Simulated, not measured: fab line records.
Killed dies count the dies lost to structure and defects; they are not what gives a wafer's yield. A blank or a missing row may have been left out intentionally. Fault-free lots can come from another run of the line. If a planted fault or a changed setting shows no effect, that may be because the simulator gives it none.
Struck lot and sound lot, side by side + flow n5_finfet + 34 out of 1938 route steps
Sound: the wafers L312.3, L312.4, L312.6. Wafers struck: L317.2, L317.3, L317.4. The cause is named last.
Order at every step that has rows: each side's tool, ch and its chambers, its first start. Under that, the readings that differ: sound wafers + struck wafers + difference of the means + sigmas: that difference in standard deviations of wafers without a fault.
alike: a reading whose means differ by less than 2 such deviations, as well as words and numbers matching on both sides. not compared: withheld readings; readings where some wafer has no value; bounds like >300 that might hide an equal value; numbers whose values overlap and for which the record gives no deviation.
A row with sigmas, a row that says differs or no value, or rows on one side alone: a step with any of these is where the two part. Numbers that don't overlap but have no deviation are shown without sigmas and don't part them. A reading missing from all wafers of one side parts the sides only when that side holds two or more wafers.

first, 10 steps without rows for these wafers: N5_BEOL_M7_TRENCH_ETCH_37 (etches SiCOH lowk in C4F6/O2, target depth 93.478 nm, time 31.2 s); N5_BEOL_M7_ETCH_41 (etches SiCN in CH3F/O2, target depth 31.9 nm, time 57.8 s); N5_BEOL_M7_STRIP_80 (strips in N2/H2, time 10 s); N5_BEOL_M7_HM_STRIP_39 (strips TiN in peroxide tin strip, target depth 25 nm, time 158 s); N5_BEOL_M7_SRD_40 (time 30 s); N5_BEOL_M7_PRECLEAN_42 (cleans in residue remover, time 60 s); N5_BEOL_M7_SRD_43 (time 30 s); N5_BEOL_M7_CURE_75 (cures SiCOH lowk, time 120 s); N5_BEOL_M7_DEGAS_44 (time 60 s); N5_BEOL_M7_PRE_CLEAN_45 (time 30 s).
N5_BEOL_M7_ALD_77: deposits TaN, target thk 2 nm, pulse time 2 s, purge time 3 s.
  sound on ald_metal-04 ch 0,1,2, day 10 13:31; struck on ald_metal-04 ch 0,1,2, day 11 17:20
  alike: heater_power_outer_w, heater_power_w
then, 22 steps without rows for these wafers: N5_BEOL_M7_SURFACE_TREAT_79; N5_BEOL_M7_CVD_78 (deposits Co from CCTBA/H2, target thk 2 nm, time 142.3 s); N5_BEOL_M7_SPUTTER_48 (material Cu, target thk 10 nm, time 1.667 s); N5_BEOL_M7_ECD_50 (material Cu, target thk 300 nm); N5_BEOL_M7_ANNEAL_51 (time 90 s); N5_BEOL_M7_CMP_52 (polishes, stops on SiCOH lowk, t overpolish 6.9 s, target thk 80 nm); N5_BEOL_M7_PRE_CLEAN_55 (time 15 s); N5_BEOL_M7_DEP_56 (deposits SiCN from 3MS/NH3, target thk 10 nm, time 17.5 s); N5_BEOL_M8_ILD_DEP_00 (deposits SiCOH lowk from DEMS/porogen, target thk 179.75 nm, time 33.4 s); N5_BEOL_M8_CURE_74 (cures SiCOH lowk, time 240 s); N5_BEOL_M8_PECVD_70 (deposits SiO2 from TEOS/O2, target thk 20 nm, time 22.7 s); N5_BEOL_M8_HM_DEP_02 (deposits TiN, target thk 20 nm); N5_BEOL_M8_COAT_59 (time 60 s, resist thk 100 nm); N5_BEOL_M8_COAT_60 (time 60 s, resist thk 35 nm); N5_BEOL_M8_COAT_05 (resist thk 90 nm); N5_BEOL_M8_EBR_07; N5_BEOL_M8_SOFTBAKE_06 (time 60 s); N5_BEOL_M8_EXPOSE_08 (exposes mask M8); N5_BEOL_M8_PEB_09 (peb time 60 s); N5_BEOL_M8_DEVELOP_10 (develop time 30 s); N5_BEOL_M8_DESCUM_16 (chemistry O2, time 7.9 s); N5_BEOL_M8_ETCH_61 (etches SiARC in CF4, target depth 45.5 nm, time 75.8 s).
-- the record jumps here: 3 days lie between the struck wafers' starts before and after (it left off in module BEOL_M8 and takes up again in module PASSIVATION, whose first step shown is number 1936 of the route) --
N5_PASSIVATION_PROBE_49:
  only the struck wafers here have rows in the record (prober-02, day 14 19:57); the sound ones have none

WHERE THEY PART
Only at N5_PASSIVATION_PROBE_49, as far as this record shows.

WHY: what the simulator had put in
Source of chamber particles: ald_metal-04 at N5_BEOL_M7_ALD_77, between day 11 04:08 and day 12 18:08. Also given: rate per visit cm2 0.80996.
